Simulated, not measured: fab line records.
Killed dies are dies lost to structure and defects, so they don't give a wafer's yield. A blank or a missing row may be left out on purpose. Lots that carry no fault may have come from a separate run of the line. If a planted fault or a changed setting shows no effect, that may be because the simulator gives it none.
Split-lot experiment :: flow n5 finfet :: 21 wafers read from 7 lots, route of 1938 steps

## ON THE SPLIT
At N5_BEOL_M14_COAT_22 (resist thk 300 nm), the setting spin rpm was moved away from the recipe's 2888 rpm on 6 of the 21 wafers read, by -8.0% to +6.8%. The other wafers ran this setting at the recipe's value.

The reading is taken at the split's own step.

## THE READING
coat_of_BEOL_M14_COAT_22.thk nm (the simulator's own value, which no gauge read), in nm, at N5_BEOL_M14_COAT_22 (resist thk 300 nm). There is no usual value for it anywhere in the file. Here, 15 wafers ran the recipe; their average is 299.8 nm with a standard deviation of 0.94 nm.

wafer: L078.2
tool, chamber at the split: litho track-02, 0
spin rpm as run, rpm: 2888
against the recipe: recipe
coat_of_BEOL_M14_COAT_22.thk nm, nm: 299
against lot-mates on the recipe: -

wafer: L078.5
tool, chamber at the split: litho track-02, 0
spin rpm as run, rpm: 2888
against the recipe: recipe
coat_of_BEOL_M14_COAT_22.thk nm, nm: 298.4
against lot-mates on the recipe: -

wafer: L078.6
tool, chamber at the split: litho track-02, 0
spin rpm as run, rpm: 3032
against the recipe: +5.0%
coat_of_BEOL_M14_COAT_22.thk nm, nm: 292
against lot-mates on the recipe: -6.7

wafer: L081.1
tool, chamber at the split: litho track-01, 0
spin rpm as run, rpm: 2658
against the recipe: -8.0%
coat_of_BEOL_M14_COAT_22.thk nm, nm: 313.2
against lot-mates on the recipe: +14.1

wafer: L081.3
tool, chamber at the split: litho track-01, 0
spin rpm as run, rpm: 2888
against the recipe: recipe
coat_of_BEOL_M14_COAT_22.thk nm, nm: 299.4
against lot-mates on the recipe: -

wafer: L081.4
tool, chamber at the split: litho track-01, 0
spin rpm as run, rpm: 2888
against the recipe: recipe
coat_of_BEOL_M14_COAT_22.thk nm, nm: 298.8
against lot-mates on the recipe: -

wafer: L080.2
tool, chamber at the split: litho track-03, 0
spin rpm as run, rpm: 3030
against the recipe: +4.9%
coat_of_BEOL_M14_COAT_22.thk nm, nm: 292.8
against lot-mates on the recipe: -7.4

wafer: L080.4
tool, chamber at the split: litho track-03, 0
spin rpm as run, rpm: 3030
against the recipe: +4.9%
coat_of_BEOL_M14_COAT_22.thk nm, nm: 293.6
against lot-mates on the recipe: -6.6

wafer: L080.5
tool, chamber at the split: litho track-03, 0
spin rpm as run, rpm: 2888
against the recipe: recipe
coat_of_BEOL_M14_COAT_22.thk nm, nm: 300.2
against lot-mates on the recipe: -

wafer: L082.1
tool, chamber at the split: litho track-01, 0
spin rpm as run, rpm: 2888
against the recipe: recipe
coat_of_BEOL_M14_COAT_22.thk nm, nm: 300.4
against lot-mates on the recipe: -

wafer: L082.3
tool, chamber at the split: litho track-01, 0
spin rpm as run, rpm: 2888
against the recipe: recipe
coat_of_BEOL_M14_COAT_22.thk nm, nm: 299.2
against lot-mates on the recipe: -

wafer: L082.4
tool, chamber at the split: litho track-01, 0
spin rpm as run, rpm: 3084
against the recipe: +6.8%
coat_of_BEOL_M14_COAT_22.thk nm, nm: 290.4
against lot-mates on the recipe: -9.4

wafer: L084.1
tool, chamber at the split: litho track-03, 0
spin rpm as run, rpm: 2888
against the recipe: recipe
coat_of_BEOL_M14_COAT_22.thk nm, nm: 301.4
against lot-mates on the recipe: -

wafer: L084.2
tool, chamber at the split: litho track-03, 0
spin rpm as run, rpm: 2888
against the recipe: recipe
coat_of_BEOL_M14_COAT_22.thk nm, nm: 301.4
against lot-mates on the recipe: -

wafer: L084.5
tool, chamber at the split: litho track-03, 0
spin rpm as run, rpm: 2888
against the recipe: recipe
coat_of_BEOL_M14_COAT_22.thk nm, nm: 301.2
against lot-mates on the recipe: -

wafer: L093.3
tool, chamber at the split: litho track-03, 0
spin rpm as run, rpm: 2888
against the recipe: recipe
coat_of_BEOL_M14_COAT_22.thk nm, nm: 299.2
against lot-mates on the recipe: -

wafer: L093.4
tool, chamber at the split: litho track-03, 0
spin rpm as run, rpm: 2788
against the recipe: -3.5%
coat_of_BEOL_M14_COAT_22.thk nm, nm: 304.4
against lot-mates on the recipe: +4.7

wafer: L093.5
tool, chamber at the split: litho track-03, 0
spin rpm as run, rpm: 2888
against the recipe: recipe
coat_of_BEOL_M14_COAT_22.thk nm, nm: 300.2
against lot-mates on the recipe: -

wafer: L094.2
tool, chamber at the split: litho track-02, 0
spin rpm as run, rpm: 2888
against the recipe: recipe
coat_of_BEOL_M14_COAT_22.thk nm, nm: 300.2
against lot-mates on the recipe: -

wafer: L094.3
tool, chamber at the split: litho track-02, 0
spin rpm as run, rpm: 2888
against the recipe: recipe
coat_of_BEOL_M14_COAT_22.thk nm, nm: 299
against lot-mates on the recipe: -

wafer: L094.4
tool, chamber at the split: litho track-02, 0
spin rpm as run, rpm: 2888
against the recipe: recipe
coat_of_BEOL_M14_COAT_22.thk nm, nm: 299.4
against lot-mates on the recipe: -

FIT RESULTS
A straight line over all 21 wafers: coat_of_BEOL_M14_COAT_22.thk nm changes by -1.5 nm for each +1% of spin rpm; r = -0.98; the points scatter about the line by 0.96 nm.
The same after taking each lot's own level away (the mean of its wafers on the recipe; 21 wafers): -1.52 nm for each +1%; r = -0.99; scatter 0.66 nm.
According to that fit, moving spin rpm by its largest amount changes the reading by 12 nm.
Across the lots, their own levels run from 298.70 to 301.33 nm, a range of 2.8 times the standard deviation given above.
Hence the lot-to-lot level has little effect on the slope; both slopes agree.
Check: for one of the wafers moved furthest among these (-8.0%), held out of the fit, the line's prediction against its lot-mates is +11 nm. It came out at +14.1 nm against them.

## FURTHER SPLITS ON THESE WAFERS
Other splits were also applied to these wafers ahead of the reading. Each is held against what the fit with the lots' levels taken away leaves over:
other split on the same wafers: N5_BEOL_M8_DESCUM_16 time s
wafers away from the commonest value: 8
r with coat_of_BEOL_M14_COAT_22.thk nm (lot level and that fit taken away): -0.16

other split on the same wafers: N5_BEOL_M8_COAT_22 spin rpm
wafers away from the commonest value: 4
r with coat_of_BEOL_M14_COAT_22.thk nm (lot level and that fit taken away): +0.26

other split on the same wafers: N5_BEOL_M9_ETCH_66 time s
wafers away from the commonest value: 7
r with coat_of_BEOL_M14_COAT_22.thk nm (lot level and that fit taken away): +0.30

other split on the same wafers: N5_BEOL_M10_EXPOSE_08 dose mj
wafers away from the commonest value: 3
r with coat_of_BEOL_M14_COAT_22.thk nm (lot level and that fit taken away): +0.11

## THE FILE'S OWN FIT
coat_of_BEOL_M14_COAT_22.thk nm changes by -1.53 nm for each +1% of spin rpm, r = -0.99.
